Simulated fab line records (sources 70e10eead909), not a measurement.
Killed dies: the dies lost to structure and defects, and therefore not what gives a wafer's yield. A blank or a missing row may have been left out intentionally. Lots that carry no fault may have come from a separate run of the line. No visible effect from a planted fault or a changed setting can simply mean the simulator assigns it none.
Matching of chambers ; flow nand_harc ; pecvd-04 running NHARC_A_STAIRCASE_DEP_151: 3 sister chambers
The step deposits SiO2, target thk 7200 nm. 20 wafers are shown with their chamber, then 10 later ones without.

WAFERS WITH THEIR CHAMBER
wafer;chamber;heater_power_w (W)
L075.4;0;586
L075.5;1;485
L075.6;2;621
L077.2;0;689
L077.4;0;586
L077.5;2;611
L082.1;1;614
L082.3;2;675
L082.5;2;622
L085.2;0;711
L085.4;2;615
L085.5;0;568
L088.2;0;686
L088.3;2;662
L088.6;0;546
L090.1;0;652
L090.2;2;664
L090.5;2;604
L091.2;2;685
L091.4;1;483

SIGNATURES (averages over the wafers above)
reading;chamber 0;chamber 1;chamber 2;scatter within a chamber
heater_power_w;628.00;527.33;639.89;52.8
Rule: distance of a wafer from a chamber = root of the sum over the readings of ((wafer's reading minus chamber's mean) / reading's scatter) squared. If the next closest chamber is less than 2 further off than the closest, the wafer can't be placed; otherwise it belongs to the closest. The scatter: take each reading less its chamber's mean, square it, sum over the shown wafers, divide by the number of wafers less the number of chambers, and take the root.

WAFERS WITH NO CHAMBER GIVEN
wafer;heater_power_w (W)
L091.5;622
L093.1;715
L093.2;560
L093.4;620
L095.1;785
L095.3;680
L095.4;489
L097.1;724
L097.3;546
L097.4;567

EACH ONE'S CHAMBER
wafer;from the rows above;in truth
L091.5;can't be placed: 0 or 2 or 1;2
L093.1;can't be placed: 2 or 0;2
L093.2;can't be placed: 1 or 0 or 2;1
L093.4;can't be placed: 0 or 2 or 1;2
L095.1;can't be placed: 2 or 0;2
L095.3;can't be placed: 2 or 0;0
L095.4;can't be placed: 1 or 0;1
L097.1;can't be placed: 2 or 0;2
L097.3;can't be placed: 1 or 0 or 2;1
L097.4;can't be placed: 1 or 0 or 2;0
Placed correctly: 0 of 10. Not placeable from these rows: 10 (in 10, the candidates include the true chamber). 0 placed wrongly.
